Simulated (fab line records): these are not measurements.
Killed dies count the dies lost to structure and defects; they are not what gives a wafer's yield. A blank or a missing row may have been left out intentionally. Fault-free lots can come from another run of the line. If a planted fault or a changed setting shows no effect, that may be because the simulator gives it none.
fab line records | flow nand_harc
record: lots: 15 | wafers: 45 | last_day: 24
route steps=1159 shown A_ONON_D1@427 END@1159
lots that met no fault: from a run of the same line without faults
start_h: hours from the record's opening day to when the first of the lot's shown wafers began | wait_h: time in hours since the lot's previous step | " as in the row above | L1.1+2: one row covering several wafers at once | - no value, or no start was given | * or withheld: withheld | < > ~ a bound
route shown NAME@n: NAME is a module with steps in the file, n the number in the route of the first one | usual: mean/standard deviation taken from wafers without a fault | same: alike in all rows | chamber/n: place in a boat | sites: readings site by site | _std_site: standard deviation of those values | _edge_site: the outer-site mean with the inner-site mean subtracted | radius_mm: for every site, how far away it sits from the centre of the wafer | mask NAME#n: copy n | behind: the tool/chamber that last shaped the wafer | hold: cause of the lot's hold/its duration in hours/its outcome | device: whichever transistor did not switch (one of n, p or np) | end of line: the same wafers' tests at the end of the route | for a step that has no rows: nothing shown but its recipe | killed: dies that structure and defects cost at the first sort, which is not the same as the wafer's yield | map: shows each die of a wafer: x if killed, . if not, _ if none is there
set.NAME: setting as actually run; set.NAME@STEP: the setting as run at that earlier step | model.NAME: the simulator's own value behind a step, which no gauge read
a sample of lots followed through the steps of the route, with each step as a table and each wafer as a row
services: a tool's chamber out of use, with start hour (start_h, from the record's first day; less than 0 if before it), hours out, and reason
== steps ==
step: NHARC_A_ONON_D1_THK_MEAS_05
recipe: thk_meas_gauge: ellipsometry
usual: thk_nm: 999/12
lot.wafer | tool          | chamber | start_h | wait_h | thk_nm
L570.1    | film_metro-02 | -       | 161.93  | -      | 1015
L570.5    | "             | -       | "       | "      | 1016
L570.6    | "             | -       | "       | "      | 1016
L574.3    | film_metro-01 | -       | 183.77  | -      | 981
L574.4    | "             | -       | "       | "      | 983
L574.6    | "             | -       | "       | "      | 982
L575.1    | film_metro-01 | -       | 195.28  | -      | 1009
L575.2    | "             | -       | "       | "      | 1009
L575.3    | "             | -       | "       | "      | 1010
L576.2    | film_metro-02 | -       | 195.29  | -      | 1018
L576.5    | "             | -       | "       | "      | 1020
L576.6    | "             | -       | "       | "      | 1018
L577.3    | film_metro-02 | -       | 209.38  | -      | 982
L577.4    | "             | -       | "       | "      | 981
L577.5    | "             | -       | "       | "      | 981
L579.2    | film_metro-01 | -       | 209.39  | -      | 999
L579.3    | "             | -       | "       | "      | 999
L579.6    | "             | -       | "       | "      | 999
L578.1    | film_metro-02 | -       | 209.45  | -      | 992
L578.3    | "             | -       | "       | "      | 992
L578.5    | "             | -       | "       | "      | 991
L580.3    | film_metro-02 | -       | 226.88  | -      | 1001
L580.4    | "             | -       | "       | "      | 999
L580.6    | "             | -       | "       | "      | 999
L581.3    | film_metro-02 | -       | 234.72  | -      | 989
L581.5    | "             | -       | "       | "      | 989
L581.6    | "             | -       | "       | "      | 987
L582.1    | film_metro-01 | -       | 234.73  | -      | 1009
L582.3    | "             | -       | "       | "      | 1008
L582.6    | "             | -       | "       | "      | 1008
L583.3    | film_metro-01 | -       | 234.77  | -      | 1007
L583.5    | "             | -       | "       | "      | 1006
L583.6    | "             | -       | "       | "      | 1006
L587.2    | film_metro-01 | -       | 256.59  | -      | 992
L587.4    | "             | -       | "       | "      | 992
L587.6    | "             | -       | "       | "      | 992
L589.1    | film_metro-02 | -       | 268.14  | -      | 986
L589.2    | "             | -       | "       | "      | 986
L589.6    | "             | -       | "       | "      | 987
L592.2    | film_metro-02 | -       | 291.25  | -      | 1014
L592.5    | "             | -       | "       | "      | 1014
L592.6    | "             | -       | "       | "      | 1013
L593.3    | film_metro-01 | -       | 291.36  | -      | 996
L593.4    | "             | -       | "       | "      | 995
L593.5    | "             | -       | "       | "      | 992
step: NHARC_A_ONON_D1_THK_MEAS_14
recipe: thk_meas_gauge: ellipsometry
usual: thk_nm: 999/12
lot.wafer | tool          | chamber | start_h | wait_h | thk_nm
L570.1    | film_metro-02 | -       | 163.64  | -      | 1005
L570.5    | "             | -       | "       | "      | 1006
L570.6    | "             | -       | "       | "      | 1006
L574.3    | film_metro-02 | -       | 185.50  | -      | 997
L574.4    | "             | -       | "       | "      | 993
L574.6    | "             | -       | "       | "      | 995
L575.1    | film_metro-01 | -       | 196.97  | -      | 1002
L575.2    | "             | -       | "       | "      | 1002
L575.3    | "             | -       | "       | "      | 1002
L576.2    | film_metro-02 | -       | 197.00  | -      | 991
L576.5    | "             | -       | "       | "      | 990
L576.6    | "             | -       | "       | "      | 992
L577.3    | film_metro-02 | -       | 211.11  | -      | 1017
L577.4    | "             | -       | "       | "      | 1020
L577.5    | "             | -       | "       | "      | 1018
L579.2    | film_metro-01 | -       | 211.11  | -      | 995
L579.3    | "             | -       | "       | "      | 993
L579.6    | "             | -       | "       | "      | 994
L578.1    | film_metro-02 | -       | 211.15  | -      | 988
L578.3    | "             | -       | "       | "      | 988
L578.5    | "             | -       | "       | "      | 987
L580.3    | film_metro-02 | -       | 228.62  | -      | 1000
L580.4    | "             | -       | "       | "      | 1000
L580.6    | "             | -       | "       | "      | 999
L581.3    | film_metro-01 | -       | 236.42  | -      | 1003
L581.5    | "             | -       | "       | "      | 1004
L581.6    | "             | -       | "       | "      | 1002
L582.1    | film_metro-02 | -       | 236.44  | -      | 1011
L582.3    | "             | -       | "       | "      | 1012
L582.6    | "             | -       | "       | "      | 1012
L583.3    | film_metro-01 | -       | 236.65  | -      | 983
L583.5    | "             | -       | "       | "      | 983
L583.6    | "             | -       | "       | "      | 984
L587.2    | film_metro-02 | -       | 258.30  | -      | 1004
L587.4    | "             | -       | "       | "      | 1006
L587.6    | "             | -       | "       | "      | 1002
L589.1    | film_metro-01 | -       | 269.84  | -      | 973
L589.2    | "             | -       | "       | "      | 975
L589.6    | "             | -       | "       | "      | 976
L592.2    | film_metro-02 | -       | 292.95  | -      | 990
L592.5    | "             | -       | "       | "      | 990
L592.6    | "             | -       | "       | "      | 989
L593.3    | film_metro-02 | -       | 293.08  | -      | 1022
L593.4    | "             | -       | "       | "      | 1024
L593.5    | "             | -       | "       | "      | 1022
step: NHARC_A_ONON_D1_DEP_19
recipe: target_thk_a: 10000 | n2_flow_sccm: 2750 | n2o_flow_sccm: 2000 | nh3_flow_sccm: 500 | sih4_flow_sccm: 210 | temp_c: 400
usual: nh3_flow_sccm: 499.5/1.6
lot.wafer | tool          | chamber | start_h | wait_h | nh3_flow_sccm
L570.1    | pecvd_onon-04 | 0       | 171.76  | 0.1    | 502.4
L570.5    | "             | 0       | "       | "      | 500.1
L570.6    | "             | 0       | "       | "      | 501.3
L574.3    | pecvd_onon-03 | 0       | 192.74  | 0.2    | 503.0
L574.4    | "             | 0       | "       | "      | 502.2
L574.6    | "             | 0       | "       | "      | 502.5
L575.1    | pecvd_onon-03 | 0       | 204.18  | 0.1    | 497.2
L575.2    | "             | 0       | "       | "      | 500.3
L575.3    | "             | 0       | "       | "      | 497.9
L576.2    | pecvd_onon-04 | 0       | 204.25  | 0.1    | 499.4
L576.5    | "             | 0       | "       | "      | 500.0
L576.6    | "             | 0       | "       | "      | 500.1
L578.1    | pecvd_onon-03 | 0       | 221.53  | 0.1    | 498.7
L578.3    | "             | 0       | "       | "      | 497.9
L578.5    | "             | 0       | "       | "      | 499.6
L579.2    | pecvd_onon-01 | 0       | 221.59  | 0.1    | 499.2
L579.3    | "             | 0       | "       | "      | 501.5
L579.6    | "             | 0       | "       | "      | 500.4
L577.3    | pecvd_onon-04 | 0       | 221.64  | 0.2    | 498.6
L577.4    | "             | 0       | "       | "      | 501.9
L577.5    | "             | 0       | "       | "      | 500.5
L580.3    | pecvd_onon-03 | 0       | 235.90  | 0.2    | 500.4
L580.4    | "             | 0       | "       | "      | 500.3
L580.6    | "             | 0       | "       | "      | 500.8
L582.1    | pecvd_onon-03 | 0       | 244.83  | 0.1    | 502.0
L582.3    | "             | 0       | "       | "      | 498.3
L582.6    | "             | 0       | "       | "      | 499.8
L581.3    | pecvd_onon-01 | 0       | 245.08  | 0.3    | 500.7
L581.5    | "             | 0       | "       | "      | 499.4
L581.6    | "             | 0       | "       | "      | 501.7
L583.3    | pecvd_onon-03 | 0       | 245.30  | 0.2    | 496.7
L583.5    | "             | 0       | "       | "      | 498.0
L583.6    | "             | 0       | "       | "      | 496.4
L587.2    | pecvd_onon-03 | 0       | 265.56  | 0.1    | 498.1
L587.4    | "             | 0       | "       | "      | 498.3
L587.6    | "             | 0       | "       | "      | 497.9
L589.1    | pecvd_onon-01 | 0       | 277.96  | 0.1    | 497.9
L589.2    | "             | 0       | "       | "      | 497.5
L589.6    | "             | 0       | "       | "      | 501.1
L592.2    | pecvd_onon-04 | 0       | 300.19  | 0.1    | 498.8
L592.5    | "             | 0       | "       | "      | 499.6
L592.6    | "             | 0       | "       | "      | 499.1
L593.3    | pecvd_onon-01 | 0       | 300.25  | 0.2    | 500.0
L593.4    | "             | 0       | "       | "      | 503.2
L593.5    | "             | 0       | "       | "      | 501.1
step: NHARC_A_ONON_D1_THK_MEAS_21
recipe: thk_meas_gauge: ellipsometry
usual: thk_nm: 1000/11
lot.wafer | tool          | chamber | start_h | wait_h | thk_nm
L570.1    | film_metro-01 | -       | 172.28  | -      | 998
L570.5    | "             | -       | "       | "      | 999
L570.6    | "             | -       | "       | "      | 996
L574.3    | film_metro-02 | -       | 193.14  | -      | 984
L574.4    | "             | -       | "       | "      | 982
L574.6    | "             | -       | "       | "      | 982
L575.1    | film_metro-02 | -       | 204.70  | -      | 1008
L575.2    | "             | -       | "       | "      | 1007
L575.3    | "             | -       | "       | "      | 1010
L576.2    | film_metro-01 | -       | 204.70  | -      | 980
L576.5    | "             | -       | "       | "      | 982
L576.6    | "             | -       | "       | "      | 980
L579.2    | film_metro-02 | -       | 222.04  | -      | 1003
L579.3    | "             | -       | "       | "      | 1003
L579.6    | "             | -       | "       | "      | 1004
L577.3    | film_metro-01 | -       | 222.04  | -      | 982
L577.4    | "             | -       | "       | "      | 983
L577.5    | "             | -       | "       | "      | 983
L578.1    | film_metro-02 | -       | 222.05  | -      | 985
L578.3    | "             | -       | "       | "      | 985
L578.5    | "             | -       | "       | "      | 987
L580.3    | film_metro-02 | -       | 236.30  | -      | 989
L580.4    | "             | -       | "       | "      | 990
L580.6    | "             | -       | "       | "      | 990
L582.1    | film_metro-02 | -       | 245.34  | -      | 601
L582.3    | "             | -       | "       | "      | 602
L582.6    | "             | -       | "       | "      | 602
L581.3    | film_metro-01 | -       | 245.48  | -      | 995
L581.5    | "             | -       | "       | "      | 996
L581.6    | "             | -       | "       | "      | 997
L583.3    | film_metro-02 | -       | 245.70  | -      | 597
L583.5    | "             | -       | "       | "      | 598
L583.6    | "             | -       | "       | "      | 597
L587.2    | film_metro-01 | -       | 266.03  | -      | 594
L587.4    | "             | -       | "       | "      | 594
L587.6    | "             | -       | "       | "      | 594
L589.1    | film_metro-01 | -       | 278.47  | -      | 1014
L589.2    | "             | -       | "       | "      | 1012
L589.6    | "             | -       | "       | "      | 1014
L592.2    | film_metro-02 | -       | 300.64  | -      | 1021
L592.5    | "             | -       | "       | "      | 1021
L592.6    | "             | -       | "       | "      | 1019
L593.3    | film_metro-01 | -       | 300.65  | -      | 997
L593.4    | "             | -       | "       | "      | 997
L593.5    | "             | -       | "       | "      | 995
step: NHARC_END_SORT_01
recipe: temp_c: 25
usual: killed_at_array: 31/11 | killed_at_other: 0.5/0.78 | killed_at_periphery: 3.0/2 | killed_dies: 34/12 | killed_open: 3.2/2 | killed_short: 1.9/1.6
same: gross_dies: 677
lot.wafer | tool      | chamber | start_h | wait_h | killed_at_array | killed_at_other | killed_at_periphery | killed_dies | killed_open | killed_short
L582.1    | prober-01 | 0       | 510.01  | 2.5    | 673             | 0               | 4                   | 677         | 3           | 3
L582.3    | prober-01 | 0       | 511.60  | 3.1    | 673             | 1               | 3                   | 677         | 3           | 7
L582.6    | prober-01 | 0       | 513.98  | 4.0    | 672             | 1               | 4                   | 677         | 3           | 0
L583.3    | prober-01 | 0       | 519.40  | 3.1    | 673             | 0               | 4                   | 677         | 2           | 3
L583.5    | prober-01 | 0       | 521.01  | 3.7    | 675             | 1               | 1                   | 677         | 1           | 4
L583.6    | prober-01 | 0       | 521.82  | 4.0    | 673             | 1               | 3                   | 677         | 1           | 3
L587.2    | prober-02 | 0       | 541.62  | 2.8    | 674             | 0               | 3                   | 677         | 2           | 0
L587.4    | prober-02 | 0       | 543.20  | 3.4    | 675             | 0               | 2                   | 677         | 1           | 2
L587.6    | prober-02 | 0       | 544.78  | 3.9    | 674             | 0               | 3                   | 677         | 3           | 0
killed by level:class
L582.1 A_ONON_D1:area_dep=660 A_CHANNEL_HOLE_D1:chamber_film_flake=4 A_CHANNEL_FILL_D1:geometric_particle:short=2 P_M1:chamber_film_flake=2 A_STAIRCASE:chamber_film_flake=2 A_CONTACT:chamber_film_flake=2 P_M1:geometric_particle:open=1 A_ONON_D1:geometric_particle:short=1
L582.3 A_ONON_D1:area_dep=653 A_CONTACT:chamber_film_flake=6 P_M1:chamber_film_flake=3 A_SOURCE_PLATE:geometric_particle:short=2 A_CONTACT:geometric_particle:open=2 A_CONTACT:geometric_particle:short=2 A_STAIRCASE:chamber_film_flake=2 A_CHANNEL_HOLE_D1:geometric_particle:short=1
L582.6 A_ONON_D1:area_dep=655 A_CONTACT:chamber_film_flake=8 A_CHANNEL_HOLE_D1:chamber_film_flake=5 P_GATE:geometric_particle:open=2 P_M1:chamber_film_flake=2 A_ZERO_WELL:chamber_film_flake=2 A_CONTACT:geometric_particle:open=1 HYBRID_BOND:chamber_film_flake=1
L583.3 A_ONON_D1:area_dep=645 A_SLIT:chamber_film_flake=11 A_CHANNEL_HOLE_D1:chamber_film_flake=8 P_STI:chamber_film_flake=3 A_ONON_D1:geometric_particle:short=2 A_CONTACT:chamber_film_flake=2 A_CONTACT:geometric_particle:short=1 A_BLC:geometric_particle:open=1
L583.5 A_ONON_D1:area_dep=645 A_SLIT:chamber_film_flake=17 A_CHANNEL_HOLE_D1:chamber_film_flake=4 A_STAIRCASE:chamber_film_flake=3 A_CHANNEL_HOLE_D1:geometric_particle:short=1 A_CHANNEL_FILL_D1:geometric_particle:short=1 A_SGD_CUT:geometric_particle:short=1 A_WL_FILL:geometric_particle:short=1
L583.6 A_ONON_D1:area_dep=649 A_SLIT:chamber_film_flake=11 A_CHANNEL_HOLE_D1:chamber_film_flake=6 A_WL_FILL:chamber_film_flake=2 A_CONTACT:chamber_film_flake=2 P_M2:geometric_particle:short=1 A_CHANNEL_FILL_D1:geometric_particle:short=1 A_WL_FILL:geometric_particle:short=1
L587.2 A_ONON_D1:area_dep=639 A_SLIT:chamber_film_flake=20 A_CHANNEL_HOLE_D1:chamber_film_flake=6 A_CONTACT:chamber_film_flake=6 P_GATE:geometric_particle:open=1 P_M2:geometric_particle:open=1 P_M1:chamber_film_flake=1 A_CHANNEL_FILL_D1:chamber_film_flake=1
L587.4 A_ONON_D1:area_dep=642 A_SLIT:chamber_film_flake=16 A_CHANNEL_HOLE_D1:chamber_film_flake=7 A_CONTACT:chamber_film_flake=5 A_CHANNEL_FILL_D1:chamber_film_flake=2 P_CONTACT:geometric_particle:open=1 P_CONTACT:geometric_particle:short=1 A_CONTACT:geometric_particle:short=1
L587.6 A_ONON_D1:area_dep=645 A_SLIT:chamber_film_flake=16 A_CHANNEL_HOLE_D1:chamber_film_flake=5 A_CONTACT:chamber_film_flake=3 A_STAIRCASE:chamber_film_flake=2 P_CONTACT:geometric_particle:open=1 A_CHANNEL_FILL_D1:geometric_particle:open=1 A_CONTACT:geometric_particle:open=1
== services ==
tool          | chamber | start_h | hours | kind
pecvd_onon-03 | -       | 153.00  | 13.0  | pm
pecvd_onon-01 | -       | 195.00  | 13.0  | pm
pecvd_onon-04 | -       | 237.02  | 13.0  | pm
== key ==
first_sign: step: NHARC_A_ONON_D1_THK_MEAS_21 | reading: thk_nm | direction: down | sigmas: 38 | usual: 1000 | struck: 598
effect: step: NHARC_END_SORT_01 | reading: killed_at_array | direction: up | sigmas: 58 | usual: 31 | struck: 674
more_kills_born_at: NHARC_A_ONON_D1_DEP_19@pecvd_onon-03: 5833
met_at NHARC_A_ONON_D1_DEP_19
struck_lots L582,L583,L587
struck_wafers L582.1,L582.3,L582.6,L583.3,L583.5,L583.6,L587.2,L587.4,L587.6
later_rows_left_out L582.1,L582.3,L582.6,L583.3,L583.5,L583.6,L587.2,L587.4,L587.6
tester_left_out L582,L583,L587
not_acting_at NHARC_A_ONON_D1_THK_MEAS_05,NHARC_A_ONON_D1_THK_MEAS_14
fault: kind: process_parameter_drift | tool: pecvd_onon-03 | chamber: 0 | onset_h: 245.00 | steps: NHARC_A_ONON_D1_DEP_19 | channel: target_thk_a | offset: * | shape: step | end_h: 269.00 | acts_in: * | stated: *
tester_left_out: of these lots the tester's yield and bins aren't shown, on N5 and GAA mostly nor the transistor test; their killed dies are dies lost to structure and defects alone, not to doping, threshold or leakage, so they don't give the yield
later_rows_left_out: the simulator's readings of these wafers behind a module that went badly wrong aren't trusted and aren't shown, but for the sort
